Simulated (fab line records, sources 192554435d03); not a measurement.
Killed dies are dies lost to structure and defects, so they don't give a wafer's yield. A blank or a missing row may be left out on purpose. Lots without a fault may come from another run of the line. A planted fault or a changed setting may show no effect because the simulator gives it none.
fab line records | flow n5_finfet
record lots=7 wafers=19 last_day=17
route steps=1938 shown SD_EPI_N@266 BEOL_M4@1111 PASSIVATION@1936
lots that met no fault: from a run of the same line without faults
start_h: hours from the record's first day to the start of the lot's first wafer shown | wait_h: hours since the lot's step before | " the same as in the row above | L1.1+2: a row that stands for several wafers | - no value, or no start given | * or withheld: withheld | < > ~ a bound
route shown NAME@n: a module of which the file shows steps, and the number in the route of the first | usual: mean/standard deviation of fault-free wafers | same: alike in all rows | chamber/n: place in a boat | sites: the reading at each site | _std_site: their standard deviation | _edge_site: outer sites' mean less inner sites' | radius_mm: how far each site lies from the wafer's centre | mask NAME#n: copy n | behind: the tool/chamber that last shaped the wafer | hold: why the lot was held/for how many hours/how that ended | device: the transistor (n, p or np) that didn't switch | end of line: the same wafers' tests at the end of the route | a step without rows: its recipe alone | killed: dies lost to structure and defects at the first sort, not the wafer's yield | map: a wafer's dies, x killed, . not, _ none there
set.NAME: the setting as run; set.NAME@STEP: as run at that earlier step | model.NAME: the simulator's own value behind a step, which no gauge read
lots at some steps of the route; a table a step, a row a wafer
services: from which hour (start_h, from the record's first day; less than 0 if before it) a tool's chamber was out of use, for how many hours, and why
## steps
# step N5_SD_EPI_N_SOFTBAKE_04
# recipe temp_c=110 time_s=60 resist=CAR-ArF-block
# step N5_SD_EPI_N_EXPOSE_06
# recipe mask_id=SD_N_BLK na=1.35 source_shape=conventional sigma_outer=0.8 polarization=unpolarized target_cd_nm=120 dose_mj=39.75
# step N5_SD_EPI_N_PEB_07
# recipe peb_temp_c=110 peb_time_s=60 resist=CAR-ArF-block
# step N5_SD_EPI_N_DEVELOP_08
# recipe develop_time_s=30 developer=TMAH resist=CAR-ArF-block dev_temp_c=23 rinse_liquid=diw dry=air_spin
# step N5_SD_EPI_N_CD_MEAS_09
# recipe target_cd_nm=120 landing_energy_ev=500 detector=se_inlens
# usual cd_nm=120.2/0.79
# columns lot.wafer tool chamber start_h wait_h cd_nm
L179.1 cd_sem-02 0 48.41 - 120.0
L179.2 " 0 " " 120.3
L179.4 " 0 " " 121.1
L188.2 cd_sem-01 0 103.03 - 120.0
L188.5 " 0 " " 121.3
L188.6 " 0 " " 120.0
L190.1 cd_sem-02 0 123.85 - 122.6
L190.3 " 0 " " 120.3
L190.6 " 0 " " 121.6
L198.1 cd_sem-03 0 166.37 - 120.0
L198.3 " 0 " " 120.5
L199.1 cd_sem-02 0 169.73 - 121.7
L199.5 " 0 " " 120.2
L200.1 cd_sem-03 0 174.33 - 120.2
L200.4 " 0 " " 120.5
L200.6 " 0 " " 119.4
L202.2 cd_sem-02 0 186.61 - 120.0
L202.4 " 0 " " 119.0
L202.6 " 0 " " 119.2
# step N5_SD_EPI_N_OVL_MEAS_10
# recipe points_per_wafer=44
# usual SD_N_BLK_OVL=0.1/0.8
# columns lot.wafer tool chamber start_h wait_h SD_N_BLK_OVL[nm]
L179.1 overlay-02 0 48.44 0.0 1.2
L179.2 " 0 " " 0.4
L179.4 " 0 " " 0.6
L188.2 overlay-01 0 103.06 0.0 0.8
L188.5 " 0 " " 1.4
L188.6 " 0 " " 1.1
L190.1 overlay-02 0 123.88 0.0 0.2
L190.3 " 0 " " -0.1
L190.6 " 0 " " -0.2
L198.1 overlay-02 0 166.40 0.0 -0.4
L198.3 " 0 " " -0.8
L199.1 overlay-02 0 169.76 0.0 -0.2
L199.5 " 0 " " 0.5
L200.1 overlay-01 0 174.36 0.0 0.4
L200.4 " 0 " " 0.1
L200.6 " 0 " " -0.2
L202.2 overlay-01 0 186.64 0.0 0.0
L202.4 " 0 " " 1.1
L202.6 " 0 " " 0.6
# step N5_SD_EPI_N_INSPECT_11
# recipe mode=adi inspect_instrument=macro
# usual raw_defect_count=2.2/1.4
# columns lot.wafer tool chamber start_h wait_h raw_defect_count
L179.1 defect_inspect-02 - 48.47 0.0 1
L179.2 " - " " 1
L179.4 " - " " 5
L188.2 defect_inspect-01 - 103.08 0.0 1
L188.5 " - " " 3
L188.6 " - " " 1
L190.1 defect_inspect-02 - 123.91 0.0 2
L190.3 " - " " 1
L190.6 " - " " 1
L198.1 defect_inspect-01 - 166.42 0.0 2
L198.3 " - " " 0
L199.1 defect_inspect-02 - 169.78 0.0 2
L199.5 " - " " 2
L200.1 defect_inspect-02 - 174.38 0.0 1
L200.4 " - " " 4
L200.6 " - " " 2
L202.2 defect_inspect-02 - 186.67 0.0 4
L202.4 " - " " 2
L202.6 " - " " 3
# step N5_SD_EPI_N_DESCUM_14
# recipe chemistry=O2 time_s=7.9 source_power_w=50 bias_power_w=20 pressure_mtorr=20 rf_frequency_hz=2.712e+07 temp_c=40 resist=CAR-ArF-block o2_flow_sccm=225
# usual drypump_motor_current_A=5.7/0.46 oes_product_au=0.80/0.062 rf_fwd_power_W=49.35/0.21 rf_vpp_V=243.9/1 showerhead_plenum_p_Torr=2.14/0.049 throttle_valve_pct=20.47/0.24
# columns lot.wafer tool chamber start_h wait_h drypump_motor_current_A oes_product_au rf_fwd_power_W rf_hours_counter_h rf_vpp_V showerhead_plenum_p_Torr throttle_valve_pct
L179.1 rie_diel-06 2 48.50 0.0 5.5 0.84 49.40 67 243.2 2.11 20.17
L179.2 " 0 " " 6.4 0.74 49.54 154 243.9 2.10 20.81
L179.4 " 1 " " 5.7 0.72 49.09 160 244.7 2.19 20.56
L188.2 rie_diel-05 3 103.31 0.2 5.5 0.86 49.53 62 244.9 2.24 20.34
L188.5 " 3 " " 5.5 0.85 49.47 - 245.8 2.24 20.35
L188.6 " 2 " " 4.9 0.75 49.50 - 244.3 2.18 20.11
L190.1 rie_diel-02 0 123.94 0.0 6.5 0.88 49.22 41 245.9 2.20 20.31
L190.3 " 3 " " 5.9 0.76 49.01 106 242.7 2.11 20.72
L190.6 " 2 " " 5.1 0.73 49.21 - 242.8 2.10 20.96
L198.1 rie_diel-06 0 167.14 0.7 6.4 0.71 49.33 197 243.4 2.08 20.88
L198.3 " 1 " " 5.7 0.70 49.10 200 244.4 2.17 20.64
L199.1 rie_diel-06 2 170.54 0.8 5.5 0.78 49.45 113 242.5 2.09 20.26
L199.5 " 1 " " 5.7 0.69 49.05 - 244.6 2.17 20.62
L200.1 rie_diel-06 1 174.42 0.0 5.7 0.69 49.07 202 244.6 2.17 20.63
L200.4 " 0 " " 6.4 0.70 49.64 200 244.0 2.08 20.88
L200.6 " 2 " " 5.5 0.77 49.41 - 243.2 2.09 20.26
L202.2 rie_diel-05 0 186.70 0.0 5.5 0.78 49.28 122 242.9 2.11 20.72
L202.4 " 2 " " 4.9 0.73 49.33 188 245.2 2.17 20.15
L202.6 " 3 " " 5.5 0.81 49.40 - 242.5 2.23 20.38
# step N5_SD_EPI_N_ETCH_34
# recipe chemistry=CF4 target=SiARC target_depth_a=455 mask_material=CAR-ArF-block time_s=75.8 ion_energy_ev=80 pressure_mtorr=40 source_w=545 bias_w=36 Ar_flow_sccm=100 cf4_flow_sccm=100 ends=cleared
# usual drypump_motor_current_A=5.7/0.46 etch_rf_on_time_s=75.1/1.2 oes_product_au=0.68/0.051 rf_fwd_power_W=539.4/2.4 rf_vpp_V=184.6/0.87 showerhead_plenum_p_Torr=2.19/0.039 throttle_valve_pct=15.60/0.2
# columns lot.wafer tool chamber start_h wait_h drypump_motor_current_A etch_rf_on_time_s oes_product_au rf_fwd_power_W rf_hours_counter_h rf_vpp_V showerhead_plenum_p_Torr throttle_valve_pct
L179.1 rie_diel-06 2 48.54 0.0 5.5 76.6 0.71 541.6 67 184.1 2.17 15.45
L179.2 " 0 " " 6.4 77.1 0.62 540.4 154 184.0 2.14 15.84
L179.4 " 1 " " 5.7 75.2 0.62 538.1 160 186.1 2.22 15.70
L188.2 rie_diel-05 3 103.34 0.0 5.5 74.3 0.74 543.7 62 185.8 2.25 15.32
L188.5 " 3 " " 5.5 74.6 0.73 542.0 - 184.7 2.25 15.33
L188.6 " 2 " " 4.9 76.1 0.64 540.5 - 184.8 2.22 15.36
L190.1 rie_diel-02 0 123.97 0.0 6.5 73.7 0.76 539.0 41 185.4 2.25 15.51
L190.3 " 3 " " 5.8 75.0 0.67 534.9 106 184.1 2.15 15.88
L190.6 " 2 " " 5.1 76.3 0.62 541.1 - 184.5 2.14 16.05
L198.1 rie_diel-06 0 167.17 0.0 6.4 75.5 0.60 539.1 197 183.6 2.13 15.96
L198.3 " 1 " " 5.7 73.8 0.61 534.6 200 185.2 2.21 15.77
L199.1 rie_diel-06 2 170.58 0.0 5.5 76.5 0.66 538.7 113 184.2 2.16 15.53
L199.5 " 1 " " 5.7 74.9 0.60 539.2 - 185.4 2.21 15.78
L200.1 rie_diel-06 1 174.45 0.0 5.7 74.5 0.60 539.8 202 184.4 2.21 15.77
L200.4 " 0 " " 6.4 76.5 0.60 541.2 200 183.4 2.13 15.96
L200.6 " 2 " " 5.5 76.4 0.67 540.8 - 183.4 2.16 15.54
L202.2 rie_diel-05 0 186.73 0.0 5.5 73.1 0.67 538.3 122 184.9 2.16 15.86
L202.4 " 2 " " 4.9 76.4 0.62 539.3 188 184.8 2.21 15.40
L202.6 " 3 " " 5.5 74.7 0.70 542.5 - 184.6 2.24 15.39
# step N5_SD_EPI_N_ETCH_35
# recipe chemistry=N2/H2 target=SOC overetch_a=1080 mask_material=SiARC temp_c=40 ion_energy_ev=100 source_w=3000 bias_w=133 pressure_mtorr=20 time_s=486 n2_flow_sccm=200 h2_flow_sccm=200
# usual drypump_motor_current_A=5.7/0.46 oes_product_au=0.71/0.051 rf_fwd_power_W=2996/8.5 rf_vpp_V=241.4/1 showerhead_plenum_p_Torr=2.59/0.054 throttle_valve_pct=23.81/0.27
# columns lot.wafer tool chamber start_h wait_h drypump_motor_current_A oes_product_au rf_fwd_power_W rf_hours_counter_h rf_vpp_V showerhead_plenum_p_Torr throttle_valve_pct
L179.1 rie_diel-06 2 48.59 0.0 5.5 0.75 2975 68 240.6 2.58 23.67
L179.2 " 0 " " 6.4 0.66 3002 154 239.7 2.53 24.39
L179.4 " 1 " " 5.7 0.65 3005 160 241.4 2.63 23.60
L188.2 rie_diel-05 3 103.40 0.0 5.5 0.77 3002 63 243.6 2.67 23.54
L188.5 " 3 " " 5.5 0.76 2995 - 243.6 2.67 23.54
L188.6 " 2 " " 4.9 0.68 2998 - 240.5 2.65 23.54
L190.1 rie_diel-02 0 124.03 0.0 6.5 0.78 2997 41 241.7 2.71 24.00
L190.3 " 3 " " 5.9 0.69 2999 106 242.0 2.56 24.17
L190.6 " 2 " " 5.1 0.66 2987 - 240.4 2.52 24.04
L198.1 rie_diel-06 0 167.23 0.0 6.4 0.63 2987 197 240.6 2.51 24.44
L198.3 " 1 " " 5.7 0.63 3001 200 242.9 2.62 23.64
L199.1 rie_diel-06 2 170.63 0.0 5.5 0.70 3008 114 242.8 2.56 23.74
L199.5 " 1 " " 5.7 0.63 2991 - 242.3 2.62 23.64
L200.1 rie_diel-06 1 174.51 0.0 5.7 0.62 2984 202 242.7 2.62 23.63
L200.4 " 0 " " 6.4 0.63 3005 200 240.2 2.51 24.45
L200.6 " 2 " " 5.5 0.70 3008 - 241.2 2.56 23.73
L202.2 rie_diel-05 0 186.79 0.0 5.5 0.68 2989 122 240.6 2.54 23.72
L202.4 " 2 " " 4.9 0.66 3002 188 242.4 2.64 23.58
L202.6 " 3 " " 5.5 0.73 2991 - 242.5 2.66 23.60
# step N5_SD_EPI_N_STRIP_36
# recipe chemistry=N2/H2 temp_c=40 n2_flow_sccm=200 h2_flow_sccm=200 rf_frequency_hz=6e+07
# step N5_SD_EPI_N_ETCHBACK_44
# recipe chemistry=CH3F/O2 mode=anisotropic_etchback target=SiNx target_depth_a=145 stop_on=SiO2 over_etch_frac=0.3 ion_energy_ev=120 pressure_mtorr=30 source_w=395 bias_w=73 Ar_flow_sccm=150 CH3F_flow_sccm=30 O2_flow_sccm=20
# usual CH3F_flow_sccm=29.99/0.088 drypump_motor_current_A=5.7/0.46 oes_product_au=0.68/0.049 rf_fwd_power_W=393.1/1.2 rf_vpp_V=297/6.2 showerhead_plenum_p_Torr=2.05/0.036 throttle_valve_pct=16.35/0.22
# columns lot.wafer tool chamber start_h wait_h CH3F_flow_sccm drypump_motor_current_A oes_product_au rf_fwd_power_W rf_hours_counter_h rf_vpp_V showerhead_plenum_p_Torr throttle_valve_pct
L179.1 rie_diel-06 2 48.92 0.0 29.93 5.5 0.71 395.1 68 289 2.03 16.17
L179.2 " 0 " " 29.96 6.4 0.64 393.5 154 289 2.00 16.60
L179.4 " 1 " " 30.01 5.7 0.63 393.0 160 293 2.07 16.35
L188.2 rie_diel-05 3 103.72 0.0 29.93 5.5 0.73 393.4 63 294 2.11 16.05
L188.5 " 3 " " 30.08 5.5 0.73 392.4 - 292 2.11 16.05
L188.6 " 2 " " 30.08 4.9 0.65 394.7 - 304 2.07 16.06
L190.1 rie_diel-02 0 124.36 0.0 29.96 6.5 0.74 392.1 41 296 2.11 16.25
L190.3 " 3 " " 30.10 5.9 0.67 390.3 106 285 2.01 16.61
L190.6 " 2 " " 30.19 5.1 0.63 394.9 - 290 2.01 16.83
L198.1 rie_diel-06 0 167.55 0.0 30.01 6.4 0.61 394.2 197 287 1.98 16.68
L198.3 " 1 " " 30.04 5.7 0.60 392.4 200 294 2.06 16.45
L199.1 rie_diel-06 2 170.96 0.0 30.02 5.5 0.66 393.0 114 288 2.01 16.27
L199.5 " 1 " " 30.11 5.7 0.60 395.9 - 295 2.05 16.43
L200.1 rie_diel-06 1 174.83 0.0 29.97 5.7 0.60 390.3 202 295 2.05 16.44
L200.4 " 0 " " 29.88 6.4 0.60 393.3 200 288 1.98 16.68
L200.6 " 2 " " 29.96 5.5 0.67 392.5 - 289 2.01 16.27
L202.2 rie_diel-05 0 187.11 0.0 30.04 5.5 0.66 392.2 123 302 2.02 16.64
L202.4 " 2 " " 29.98 4.9 0.63 393.8 188 303 2.06 16.12
L202.6 " 3 " " 30.01 5.5 0.69 393.8 - 291 2.10 16.09
# step N5_SD_EPI_N_ETCH_45
# recipe chemistry=CH3F/O2 target=SiOCN target_depth_a=60 mask_material=SOC ion_energy_ev=60 bias_w=29 pressure_mtorr=15 source_w=410 Ar_flow_sccm=150 CH3F_flow_sccm=30 O2_flow_sccm=20
# usual CH3F_flow_sccm=30.02/0.093 drypump_motor_current_A=5.7/0.46 oes_product_au=0.80/0.061 rf_fwd_power_W=408.3/1.3 rf_vpp_V=127.7/0.95 showerhead_plenum_p_Torr=2.04/0.036 throttle_valve_pct=23.35/0.3
# columns lot.wafer tool chamber start_h wait_h CH3F_flow_sccm drypump_motor_current_A oes_product_au rf_fwd_power_W rf_hours_counter_h rf_vpp_V showerhead_plenum_p_Torr throttle_valve_pct model.etch.depth_nm
L179.1 rie_diel-06 2 49.02 0.1 29.91 5.5 0.83 409.5 68 128.3 2.02 23.19 5.984
L179.2 " 0 " " 30.13 6.4 0.74 409.3 154 126.7 1.99 23.70 5.965
L179.4 " 1 " " 29.91 5.7 0.73 405.5 160 127.5 2.06 23.30 6.035
L188.2 rie_diel-05 3 103.82 0.1 30.12 5.4 0.84 409.5 63 128.5 2.10 23.01 5.923
L188.5 " 3 " " 30.10 5.5 0.85 410.1 - 127.5 2.10 23.03 5.918
L188.6 " 2 " " 29.95 4.9 0.75 409.9 - 125.2 2.07 22.88 5.926
L190.1 rie_diel-02 0 124.46 0.1 30.14 6.5 0.88 408.3 41 128.4 2.10 23.21 5.987
L190.3 " 3 " " 29.97 5.9 0.77 408.4 106 127.4 2.01 23.56 5.906
L190.6 " 2 " " 30.05 5.1 0.74 408.2 - 125.1 2.00 23.90 5.907
L198.1 rie_diel-06 0 167.65 0.1 29.91 6.4 0.63 407.7 197 128.2 1.98 23.75 5.002
L198.3 " 1 " " 29.95 5.7 0.71 406.7 200 126.3 2.05 23.36 6.034
L199.1 rie_diel-06 2 171.06 0.1 29.94 5.5 0.70 410.0 114 128.6 2.01 23.24 4.995
L199.5 " 1 " " 30.00 5.7 0.69 408.0 - 130.1 2.05 23.35 5.973
L200.1 rie_diel-06 1 174.93 0.1 29.97 5.7 0.64 410.7 202 128.5 2.05 23.37 5.164
L200.4 " 0 " " 29.92 6.4 0.70 409.5 200 127.5 1.98 23.74 5.893
L200.6 " 2 " " 29.94 5.5 0.78 410.1 - 127.0 2.01 23.26 5.938
L202.2 rie_diel-05 0 187.21 0.1 29.88 5.5 0.78 410.3 123 126.0 2.01 23.64 6.112
L202.4 " 2 " " 30.02 4.9 0.73 408.0 188 127.4 2.06 22.93 5.93
L202.6 " 3 " " 30.16 5.5 0.81 409.1 - 128.6 2.09 23.05 5.881
# step N5_SD_EPI_N_ETCH_16
# recipe chemistry=CHF3/O2 target=SiO2 target_depth_a=50 mask_material=SOC pressure_mtorr=30 source_w=650 bias_w=170 Ar_flow_sccm=200 CHF3_flow_sccm=50 O2_flow_sccm=5 ion_energy_ev=200
# usual drypump_motor_current_A=5.7/0.46 oes_product_au=0.80/0.061 rf_fwd_power_W=643.0/2.7 rf_vpp_V=523/11 showerhead_plenum_p_Torr=2.46/0.041 throttle_valve_pct=18.91/0.24
# columns lot.wafer tool chamber start_h wait_h drypump_motor_current_A oes_product_au rf_fwd_power_W rf_hours_counter_h rf_vpp_V showerhead_plenum_p_Torr throttle_valve_pct
L179.1 rie_diel-06 2 49.12 0.1 5.5 0.83 647.9 68 510 2.45 18.76
L179.2 " 0 " " 6.4 0.73 641.6 154 510 2.41 19.16
L179.4 " 1 " " 5.7 0.73 641.6 160 521 2.49 18.92
L188.2 rie_diel-05 3 103.92 0.1 5.5 0.86 645.2 63 515 2.53 18.58
L188.5 " 3 " " 5.5 0.85 646.1 - 515 2.53 18.58
L188.6 " 2 " " 4.9 0.76 640.9 - 537 2.50 18.62
L190.1 rie_diel-02 0 124.56 0.1 6.5 0.88 644.7 41 518 2.54 18.85
L190.3 " 3 " " 5.9 0.77 634.0 106 498 2.42 19.16
L190.6 " 2 " " 5.1 0.73 642.7 - 511 2.42 19.41
L198.1 rie_diel-06 0 167.75 0.1 6.4 0.70 646.9 197 509 2.39 19.23
L198.3 " 1 " " 5.7 0.70 640.9 200 519 2.48 18.99
L199.1 rie_diel-06 2 171.16 0.1 5.5 0.77 643.1 114 509 2.43 18.85
L199.5 " 1 " " 5.7 0.70 640.8 - 519 2.48 18.97
L200.1 rie_diel-06 1 175.03 0.1 5.7 0.70 641.1 202 519 2.48 18.99
L200.4 " 0 " " 6.4 0.70 644.6 200 508 2.39 19.25
L200.6 " 2 " " 5.5 0.77 646.1 - 508 2.43 18.83
L202.2 rie_diel-05 0 187.31 0.1 5.5 0.78 640.4 123 533 2.43 19.22
L202.4 " 2 " " 4.9 0.73 642.2 188 535 2.49 18.65
L202.6 " 3 " " 5.5 0.81 646.8 - 517 2.52 18.63
# step N5_BEOL_M4_RC_MEAS_101
# usual DIBL_N=35.9/1.6 DIBL_P=35.6/2.1 IOFF_N=0.149/0.029 IOFF_P=0.20/0.033 ION_N=671/11 ION_P=460/7.3 SS_N=71.4/0.62 SS_P=73.2/0.65 VT_N=251/3.1 VT_P=-251/3.4
# columns lot.wafer tool chamber start_h wait_h DIBL_N[mV/V] DIBL_P[mV/V] IOFF_N[nA/um] IOFF_P[nA/um] ION_N[uA/um] ION_P[uA/um] SS_N[mV/dec] SS_P[mV/dec] VT_N[mV] VT_P[mV]
L179.1 prober-02 0 165.30 0.0 34.7 35.3 0.124 0.17 662 454 71.0 73.4 256 -254
L179.2 " 0 " " 34.8 35.0 0.120 0.16 652 450 70.7 73.1 255 -255
L179.4 " 0 " " 36.1 34.7 0.132 0.15 653 445 71.4 73.5 254 -258
L188.2 prober-01 0 222.77 0.2 35.2 35.6 0.148 0.20 677 470 70.5 73.3 251 -247
L188.5 " 0 " " 34.3 34.7 0.128 0.19 666 459 70.7 73.2 254 -249
L188.6 " 0 " " 34.4 34.8 0.140 0.19 675 461 71.5 73.0 252 -252
L190.1 prober-01 0 236.34 0.0 34.7 33.5 0.129 0.20 663 460 71.4 73.7 251 -249
L190.3 " 0 " " 34.8 33.8 0.125 0.22 653 463 71.2 73.2 254 -249
L190.6 " 0 " " 35.6 33.3 0.139 0.22 661 454 71.1 72.9 251 -246
L198.1 prober-02 0 280.85 0.0 33.5 33.6 0.125 0.18 664 464 71.2 73.2 251 -250
L198.3 " 0 " " 37.2 35.9 0.165 0.21 666 459 71.4 73.1 251 -250
L199.1 prober-01 0 283.36 0.0 35.5 34.9 0.129 0.20 671 465 72.0 73.4 254 -250
L199.5 " 0 " " 34.4 33.4 0.119 0.18 657 459 71.1 72.4 254 -251
L200.1 prober-02 0 288.83 0.0 36.0 35.5 0.181 0.22 676 463 71.8 74.1 249 -250
L200.4 " 0 " " 38.2 38.7 0.225 0.28 694 476 71.9 74.4 244 -247
L200.6 " 0 " " 38.2 38.4 0.237 0.28 687 464 72.3 75.4 243 -249
L202.2 prober-02 0 303.91 0.2 39.4 39.3 0.237 0.26 691 466 73.0 74.6 247 -247
L202.4 " 0 " " 33.0 32.5 0.124 0.16 677 458 70.6 72.5 251 -251
L202.6 " 0 " " 36.5 35.8 0.169 0.20 688 464 71.6 73.4 249 -251
# step N5_PASSIVATION_PROBE_49
# usual defect_limited_yield=90.9/1.5 killed_at_M0_to_M3=36/9.9 killed_at_M4_up=13/4.5 killed_at_contacts=13/6.4 killed_at_front_end=42/12 killed_at_other=3.4/3 killed_dies=107/18 killed_open=69/13 killed_short=35/8.2 sort_bin_5_function=5.3/1.1 sort_bin_6_memory=3.4/0.69 sort_bin_8_speed=0.00/0.0071 sort_n_pass=1073/18 sort_yield_pct=90.9/1.5
# same gross_dies=1180 killed_at_back_side=0 sort_bin_4_leakage[%]=0
# columns lot.wafer tool chamber start_h wait_h defect_limited_yield[%] killed_at_M0_to_M3 killed_at_M4_up killed_at_contacts killed_at_front_end killed_at_other killed_dies killed_open killed_short sort_bin_5_function[%] sort_bin_6_memory[%] sort_bin_8_speed[%] sort_n_pass sort_yield_pct[%]
L200.4 prober-01 - 391.78 0.2 93.9 23 19 5 24 1 72 44 26 3.6 2.4 0 1108 93.9
# killed by level:class
L200.4 BEOL_M4:geometric_particle:open=9 FIN_SAQP:geometric_particle:open=8 BEOL_M0_SAQP:geometric_particle:open=6 BEOL_M0_SAQP:geometric_particle:short=6 FIN_SAQP:geometric_particle:short=5 BEOL_M5:geometric_particle:open=4 DUMMY_GATE:geometric_particle:open=3 MOL_CONTACT_COAG:geometric_particle:open=3
## services
# columns tool chamber start_h hours kind
rie_diel-02 - 41.23 0.6 repair
rie_diel-02 0 64.99 3.1 repair
rie_diel-06 3 91.74 2.4 repair
rie_diel-02 - 156.72 16.8 repair
rie_diel-06 1 161.09 4.9 repair
rie_diel-05 2 164.28 5.6 repair
## key
first_sign step=N5_SD_EPI_N_ETCH_45 reading=oes_product_au direction=down sigmas=2.3 usual=0.80 struck=0.66
effect none on later readings
model_effect step=N5_SD_EPI_N_ETCH_45 value=etch.depth_nm without=5.901 struck=5.054
met_at N5_SD_EPI_N_ETCH_45
struck_wafers L198.1,L199.1,L200.1
onset_between 49.02 167.65
fault kind=process_parameter_drift tool=rie_diel-06 chamber=- onset_h=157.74 steps=N5_SD_EPI_N_ETCH_45 channel=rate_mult offset=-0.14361 shape=step end_h=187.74 scope=struck_wafers_only
